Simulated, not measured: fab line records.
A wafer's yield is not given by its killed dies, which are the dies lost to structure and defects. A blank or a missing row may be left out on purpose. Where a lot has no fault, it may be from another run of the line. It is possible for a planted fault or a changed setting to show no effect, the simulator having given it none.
fab line records    flow nand_harc
[record] lots = 6  wafers = 18  last_day = 32
route steps=1302 shown A_DECK1_JOINT@535 A_ONON_D2@545 END@1302
lots with no fault: from the same line, run without faults
start_h: the number of hours between the record's first day and the start of the first shown wafer of the lot    wait_h: time in hours since the lot's previous step    " identical to the entry in the row above    L1.1+2: a row that stands for several wafers    - no value present, or no start provided    * or withheld: withheld    < > ~ a bound
route shown NAME@n: NAME is a module with steps in the file, n the number in the route of the first one    usual: average and standard deviation across the fault-free wafers    same: alike in all rows    chamber/n: place in a boat    sites: each site's reading    _std_site: the values' standard deviation    _edge_site: inner sites' mean taken away from outer sites' mean    radius_mm: how far each site lies from the wafer's centre    mask NAME#n: copy n    behind: the last tool/chamber to shape the wafer    hold: what put the lot on hold/how long, in hours/how the hold closed    device: whichever transistor did not switch (one of n, p or np)    end of line: tests of these same wafers at the route's end    a step without rows: its recipe alone    killed: at the first sort, the dies lost to defects and structure; wafer yield is something else    map: a wafer's dies, x killed, . not, _ none there
set.NAME: the run value of the setting; set.NAME@STEP: its run value at that earlier step    model.NAME: the simulator's own value behind a step, which no gauge read
lots at selected steps of the route; one table per step, one row per wafer
services: a tool's chamber out of use, with start hour (start_h, from the record's first day; less than 0 if before it), hours out, and reason
[[steps]]
[step NHARC_A_DECK1_JOINT_CURE_26]
[recipe] temp_c = 150  time_s = 32  pressure_atm = 0.395
[step NHARC_A_DECK1_JOINT_ANNEAL_27]
[recipe] temp_c = 400  time_s = 3600  idle_temp_c = 300  ramp_up_c_per_min = 10  densification_p_h2o_torr = 640
[step NHARC_A_DECK1_JOINT_ANNEAL_28]
[recipe] temp_c = 500  time_s = 1800  idle_temp_c = 400  ramp_up_c_per_min = 10  densification_p_h2o_torr = 640
[step NHARC_A_DECK1_JOINT_ANNEAL_29]
[recipe] temp_c = 750  time_s = 1800  idle_temp_c = 500  ramp_up_c_per_min = 10  ramp_down_c_per_min = 3
[step NHARC_A_DECK1_JOINT_CMP_02]
[recipe] material = SiOx
[usual] motor_current_A = 11.9/1.1
lot.wafer  tool    chamber  start_h  wait_h  motor_current_A
L876.1     cmp-04  3        297.32   0.4     10.7
L876.3     "       1        "        "       11.6
L876.6     "       0        "        "       12.5
L884.4     cmp-03  3        384.95   0.4     12.3
L884.1     "       0        "        "       12.4
L884.5     "       3        "        "       11.1
L886.4     cmp-02  3        392.77   0.4     10.2
L886.6     "       1        "        "       12.1
L886.5     "       2        "        "       13.3
L885.2     cmp-04  0        392.77   0.4     12.5
L885.5     "       2        "        "       14.8
L885.6     "       3        "        "       11.2
L895.3     cmp-02  0        486.39   0.4     11.5
L895.2     "       1        "        "       11.7
L895.5     "       1        "        "       11.7
L896.4     cmp-04  2        497.61   0.4     14.4
L896.2     "       0        "        "       12.7
L896.6     "       2        "        "       14.4
[step NHARC_A_DECK1_JOINT_SRD_15]
[step NHARC_A_DECK1_JOINT_DEP_16]
[recipe] target_thk_a = 450  temp_c = 400  pressure_torr = 6.5  rf_w = 900  teos_flow_sccm = 161.4  flow_sccm = 2650  target_thk_nm = 45  gas = O2  material = SiO2
[usual] chamber_pressure_Torr = 6.499/0.015  flow_sccm = 2649/7  heater_power_w = 577/84  showerhead_vpp_V = 1857/59  susceptor_temp_C = 400.02/0.2  throttle_valve_pct = 16.4/0.39
lot.wafer  tool      chamber  start_h  wait_h  chamber_pressure_Torr  flow_sccm  heater_power_w  showerhead_vpp_V  susceptor_temp_C  throttle_valve_pct
L876.1     pecvd-03  1        297.71   0.1     6.484                  2655       498             1804              400.06            16.8
L876.3     "         2        "        "       6.498                  2657       612             1899              399.98            16.2
L876.6     "         1        "        "       6.484                  2639       525             1863              400.58            16.7
L884.1     pecvd-03  1        385.34   0.1     6.495                  2657       569             1817              400.56            16.4
L884.5     "         0        "        "       6.538                  2653       578             1953              399.84            16.5
L884.4     "         1        "        "       6.488                  2661       592             1847              400.09            16.4
L885.2     pecvd-01  1        393.17   0.1     6.509                  2647       619             1799              400.03            16.1
L885.6     "         0        "        "       6.507                  2647       445             1927              400.22            16.0
L885.5     "         1        "        "       6.518                  2652       463             1830              399.96            15.9
L886.4     pecvd-03  2        393.23   0.2     6.488                  2655       688             1898              400.21            16.6
L886.5     "         0        "        "       6.530                  2648       552             1921              399.92            16.3
L886.6     "         1        "        "       6.514                  2652       588             1800              400.03            16.3
L895.3     pecvd-01  1        486.78   0.1     6.507                  2645       584             1800              400.02            16.1
L895.2     "         2        "        "       6.496                  2654       617             1787              400.02            17.2
L895.5     "         0        "        "       6.506                  2643       447             1929              400.23            16.1
L896.2     pecvd-03  1        498.00   0.1     6.482                  2655       476             1836              400.10            16.4
L896.6     "         1        "        "       6.474                  2653       491             1809              400.19            16.3
L896.4     "         2        "        "       6.483                  2641       572             1867              400.10            16.4
[step NHARC_A_DECK1_JOINT_THK_MEAS_17]
[recipe] thk_meas_gauge = ellipsometry
[usual] thk_nm = 45.1/1.3
lot.wafer  tool           chamber  start_h  wait_h  thk_nm
L876.1     film_metro-01  -        297.99   0.3     45.8
L876.3     "              -        "        "       43.0
L876.6     "              -        "        "       46.5
L884.1     film_metro-01  -        385.59   0.2     44.4
L884.4     "              -        "        "       45.6
L884.5     "              -        "        "       46.4
L885.2     film_metro-01  -        393.39   0.2     44.2
L885.5     "              -        "        "       45.6
L885.6     "              -        "        "       47.5
L886.4     film_metro-02  -        393.43   0.2     43.6
L886.5     "              -        "        "       46.5
L886.6     "              -        "        "       46.1
L895.2     film_metro-02  -        487.07   0.2     42.3
L895.3     "              -        "        "       45.4
L895.5     "              -        "        "       42.8
L896.2     film_metro-01  -        498.25   0.2     43.0
L896.4     "              -        "        "       46.0
L896.6     "              -        "        "       44.4
[step NHARC_A_DECK1_JOINT_INSPECT_05]
[usual] raw_defect_count = 331/140
lot.wafer  tool               chamber  start_h  wait_h  raw_defect_count
L876.1     defect_inspect-01  -        298.03   0.0     271
L876.3     "                  -        "        "       330
L876.6     "                  -        "        "       309
L884.1     defect_inspect-02  -        385.63   0.0     290
L884.4     "                  -        "        "       155
L884.5     "                  -        "        "       226
L885.2     defect_inspect-02  -        393.43   0.0     222
L885.5     "                  -        "        "       230
L885.6     "                  -        "        "       291
L886.4     defect_inspect-02  -        393.46   0.0     287
L886.5     "                  -        "        "       272
L886.6     "                  -        "        "       502
L895.2     defect_inspect-01  -        487.10   0.0     351
L895.3     "                  -        "        "       684
L895.5     "                  -        "        "       489
L896.2     defect_inspect-01  -        498.28   0.0     382
L896.4     "                  -        "        "       309
L896.6     "                  -        "        "       392
[step NHARC_A_ONON_D2_DEP_00]
[recipe] target_thk_a = 10000  n2_flow_sccm = 2750  n2o_flow_sccm = 2000  nh3_flow_sccm = 500  sih4_flow_sccm = 210  temp_c = 400
[step NHARC_A_ONON_D2_THK_MEAS_02]
[recipe] thk_meas_gauge = ellipsometry
[usual] thk_nm = 998/9.1
lot.wafer  tool           chamber  start_h  wait_h  thk_nm
L876.1     film_metro-01  -        298.61   -       997
L876.3     "              -        "        "       996
L876.6     "              -        "        "       998
L884.1     film_metro-01  -        386.21   -       990
L884.4     "              -        "        "       989
L884.5     "              -        "        "       989
L885.2     film_metro-01  -        394.01   -       1006
L885.5     "              -        "        "       1007
L885.6     "              -        "        "       1005
L886.4     film_metro-02  -        394.04   -       999
L886.5     "              -        "        "       999
L886.6     "              -        "        "       998
L895.2     film_metro-01  -        487.68   -       976
L895.3     "              -        "        "       979
L895.5     "              -        "        "       978
L896.2     film_metro-01  -        498.86   -       999
L896.4     "              -        "        "       1000
L896.6     "              -        "        "       1000
[step NHARC_A_ONON_D2_DEP_03]
[recipe] target_thk_a = 10000  n2_flow_sccm = 2750  n2o_flow_sccm = 2000  nh3_flow_sccm = 500  sih4_flow_sccm = 210  temp_c = 400
[usual] n2_flow_sccm = 2750/7.8  n2o_flow_sccm = 2000/6.6  susceptor_temp_C = 399.99/0.21
lot.wafer  tool           chamber  start_h  wait_h  n2_flow_sccm  n2o_flow_sccm  susceptor_temp_C
L876.1     pecvd_onon-01  0        298.66   0.1     2742          2001           400.24
L876.3     "              0        "        "       2756          1984           400.35
L876.6     "              0        "        "       2755          1990           400.05
L884.1     pecvd_onon-03  -        386.28   0.1     -             -              -
L884.4     "              -        "        "       -             -              -
L884.5     "              -        "        "       -             -              -
L885.2     pecvd_onon-01  -        394.12   0.1     -             -              -
L885.5     "              -        "        "       -             -              -
L885.6     "              -        "        "       -             -              -
L886.4     pecvd_onon-03  0        394.27   0.2     2747          1998           400.16
L886.5     "              0        "        "       2748          2007           399.96
L886.6     "              0        "        "       2763          1995           400.09
L895.2     pecvd_onon-03  0        487.79   0.1     2746          2006           400.05
L895.3     "              0        "        "       2741          1995           400.03
L895.5     "              0        "        "       2741          2002           400.08
L896.2     pecvd_onon-03  0        498.97   0.1     2743          2000           399.69
L896.4     "              0        "        "       2746          1997           399.91
L896.6     "              0        "        "       2739          1998           399.63
[step NHARC_END_SORT_01]
[recipe] temp_c = 25
[usual] killed_at_array = 56/19  killed_at_other = 0.6/1  killed_at_periphery = 3.9/2.7  killed_dies = 61/19  killed_open = 3.3/1.9  killed_short = 2.4/1.7
[same] gross_dies = 677
lot.wafer  tool       chamber  start_h  wait_h  killed_at_array  killed_at_other  killed_at_periphery  killed_dies  killed_open  killed_short
L884.1     prober-01  0        683.21   2.5     669              0                8                    677          2            0
L884.4     prober-01  0        685.59   3.4     670              1                6                    677          2            4
L884.5     prober-01  0        686.39   3.7     668              1                8                    677          2            3
L885.2     prober-01  0        693.00   2.8     675              0                2                    677          1            1
L885.5     prober-01  0        695.41   3.7     669              2                6                    677          0            2
L885.6     prober-01  0        696.21   4.0     675              1                1                    677          1            4
// killed by level:class
L884.1 A_ONON_D2:area_dep=642 A_SLIT:chamber_film_flake=19 P_STI:chamber_film_flake=3 P_GATE:chamber_film_flake=3 A_CHANNEL_HOLE_D1:chamber_film_flake=3 A_STAIRCASE:chamber_film_flake=3 A_CONTACT:chamber_film_flake=2 P_CONTACT:geometric_particle:open=1
L884.4 A_ONON_D2:area_dep=628 A_SLIT:chamber_film_flake=31 A_CHANNEL_HOLE_D1:chamber_film_flake=5 P_M0:geometric_particle:open=2 A_ONON_D2:geometric_particle:short=2 P_STI:chamber_film_flake=2 A_CONTACT:geometric_particle:short=1 A_M0:geometric_particle:short=1
L884.5 A_ONON_D2:area_dep=620 A_SLIT:chamber_film_flake=35 A_CHANNEL_HOLE_D1:chamber_film_flake=8 P_STI:chamber_film_flake=4 P_GATE:chamber_film_flake=2 A_CHANNEL_FILL_D1:chamber_film_flake=2 P_M0:geometric_particle:open=1 P_M0:geometric_particle:short=1
L885.2 A_ONON_D2:area_dep=631 A_SLIT:chamber_film_flake=30 A_CHANNEL_HOLE_D1:chamber_film_flake=4 A_CHANNEL_FILL_D1:chamber_film_flake=3 A_CHANNEL_HOLE_D2:chamber_film_flake=2 P_STI:chamber_film_flake=2 A_CONTACT:chamber_film_flake=2 A_ONON_D1:geometric_particle:open=1
L885.5 A_ONON_D2:area_dep=608 A_SLIT:chamber_film_flake=36 A_CHANNEL_HOLE_D1:chamber_film_flake=8 A_STAIRCASE:chamber_film_flake=5 A_CHANNEL_HOLE_D2:chamber_film_flake=4 A_CONTACT:chamber_film_flake=4 P_ZERO_WELL:chamber_film_flake=2 P_CONTACT:chamber_film_flake=2
L885.6 A_ONON_D2:area_dep=616 A_SLIT:chamber_film_flake=27 A_CHANNEL_HOLE_D1:chamber_film_flake=8 A_CONTACT:chamber_film_flake=8 A_STAIRCASE:chamber_film_flake=6 A_CHANNEL_HOLE_D2:chamber_film_flake=5 P_M0:geometric_particle:short=1 A_ONON_D1:geometric_particle:short=1
// map L884.1 (x killed, . not)
____________x____________
_________xxxxxxx_________
_______xxxxxxxxxxx_______
______xxxxxxxxxxxxx______
_____xxxxxxxxxxxxxxx_____
____xxxxxxxxxxxxxxxxx____
____xxxxxxxxxxxxxxxxx____
___xxxxxxxxxxxxxxxxxxx___
___xxxxxxxxxxxxxxxxxxx___
__xxxxxxxxxxxxxxxxxxxxx__
__xxxxxxxxxxxxxxxxxxxxx__
_xxxxxxxxxxxxxxxxxxxxxxx_
_xxxxxxxxxxxxxxxxxxxxxxx_
_xxxxxxxxxxxxxxxxxxxxxxx_
_xxxxxxxxxxxxxxxxxxxxxxx_
_xxxxxxxxxxxxxxxxxxxxxxx_
xxxxxxxxxxxxxxxxxxxxxxxxx
xxxxxxxxxxxxxxxxxxxxxxxxx
xxxxxxxxxxxxxxxxxxxxxxxxx
xxxxxxxxxxxxxxxxxxxxxxxxx
xxxxxxxxxxxxxxxxxxxxxxxxx
_xxxxxxxxxxxxxxxxxxxxxxx_
_xxxxxxxxxxxxxxxxxxxxxxx_
_xxxxxxxxxxxxxxxxxxxxxxx_
_xxxxxxxxxxxxxxxxxxxxxxx_
_xxxxxxxxxxxxxxxxxxxxxxx_
__xxxxxxxxxxxxxxxxxxxxx__
__xxxxxxxxxxxxxxxxxxxxx__
___xxxxxxxxxxxxxxxxxxx___
___xxxxxxxxxxxxxxxxxxx___
____xxxxxxxxxxxxxxxxx____
____xxxxxxxxxxxxxxxxx____
_____xxxxxxxxxxxxxxx_____
______xxxxxxxxxxxxx______
_______xxxxxxxxxxx_______
_________xxxxxxx_________
____________x____________
// map L885.2 (x killed, . not)
____________x____________
_________xxxxxxx_________
_______xxxxxxxxxxx_______
______xxxxxxxxxxxxx______
_____xxxxxxxxxxxxxxx_____
____xxxxxxxxxxxxxxxxx____
____xxxxxxxxxxxxxxxxx____
___xxxxxxxxxxxxxxxxxxx___
___xxxxxxxxxxxxxxxxxxx___
__xxxxxxxxxxxxxxxxxxxxx__
__xxxxxxxxxxxxxxxxxxxxx__
_xxxxxxxxxxxxxxxxxxxxxxx_
_xxxxxxxxxxxxxxxxxxxxxxx_
_xxxxxxxxxxxxxxxxxxxxxxx_
_xxxxxxxxxxxxxxxxxxxxxxx_
_xxxxxxxxxxxxxxxxxxxxxxx_
xxxxxxxxxxxxxxxxxxxxxxxxx
xxxxxxxxxxxxxxxxxxxxxxxxx
xxxxxxxxxxxxxxxxxxxxxxxxx
xxxxxxxxxxxxxxxxxxxxxxxxx
xxxxxxxxxxxxxxxxxxxxxxxxx
_xxxxxxxxxxxxxxxxxxxxxxx_
_xxxxxxxxxxxxxxxxxxxxxxx_
_xxxxxxxxxxxxxxxxxxxxxxx_
_xxxxxxxxxxxxxxxxxxxxxxx_
_xxxxxxxxxxxxxxxxxxxxxxx_
__xxxxxxxxxxxxxxxxxxxxx__
__xxxxxxxxxxxxxxxxxxxxx__
___xxxxxxxxxxxxxxxxxxx___
___xxxxxxxxxxxxxxxxxxx___
____xxxxxxxxxxxxxxxxx____
____xxxxxxxxxxxxxxxxx____
_____xxxxxxxxxxxxxxx_____
______xxxxxxxxxxxxx______
_______xxxxxxxxxxx_______
_________xxxxxxx_________
____________x____________
[[services]]
tool           chamber  start_h  hours  kind
cmp-02         -        276.47   5.8    repair
cmp-02         -        298.78   1.3    repair
cmp-02         -        302.19   0.9    repair
cmp-04         -        307.78   4.0    pm
cmp-03         -        311.14   1.2    repair
pecvd-01       -        311.23   13.0   pm
cmp-04         -        313.11   0.6    repair
cmp-04         -        316.12   3.4    repair
cmp-02         -        330.50   4.0    pm
pecvd_onon-03  -        344.37   14.3   repair
cmp-02         -        362.56   1.7    repair
pecvd-03       -        366.27   13.0   pm
cmp-02         -        397.66   1.3    repair
cmp-04         -        405.78   4.0    pm
pecvd_onon-03  -        408.00   13.0   pm
cmp-02         -        409.28   2.4    repair
cmp-02         -        412.04   1.7    repair
pecvd-01       -        423.94   1.6    repair
cmp-04         -        423.95   0.7    repair
cmp-02         -        428.50   4.0    pm
pecvd_onon-01  -        450.12   13.0   pm
cmp-04         -        481.02   3.4    repair
pecvd-01       -        491.97   0.3    repair
cmp-02         -        493.41   0.6    repair
[[key]]
[first_sign] step = NHARC_A_ONON_D2_DEP_03  reading = tool_record  direction = missing
[effect] step = NHARC_END_SORT_01  reading = killed_dies  direction = up  sigmas = 33  usual = 61  struck = 677
[more_kills_born_at] NHARC_A_ONON_D2_DEP_03@pecvd_onon-03 = 1889  NHARC_A_ONON_D2_DEP_03@pecvd_onon-01 = 1855
met_at NHARC_A_ONON_D2_DEP_03
struck_wafers L884.1,L884.4,L884.5,L885.2,L885.5,L885.6
later_rows_left_out L884.1,L884.4,L884.5,L885.2,L885.5,L885.6
tester_left_out L884,L885
onset_between 298.66 386.28
[fault] kind = skipped_step_whole  tool = pecvd_onon-01,pecvd_onon-03  chamber = -  onset_h = 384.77  steps = NHARC_A_ONON_D2_DEP_03  scope = struck_lots_only
// tester_left_out: of these lots the tester's yield and bins aren't shown, on N5 and GAA mostly nor the transistor test; their killed dies are dies lost to structure and defects alone, not to doping, threshold or leakage, so they don't give the yield
// later_rows_left_out: the simulator's readings of these wafers behind a module that went badly wrong aren't trusted and aren't shown, but for the sort
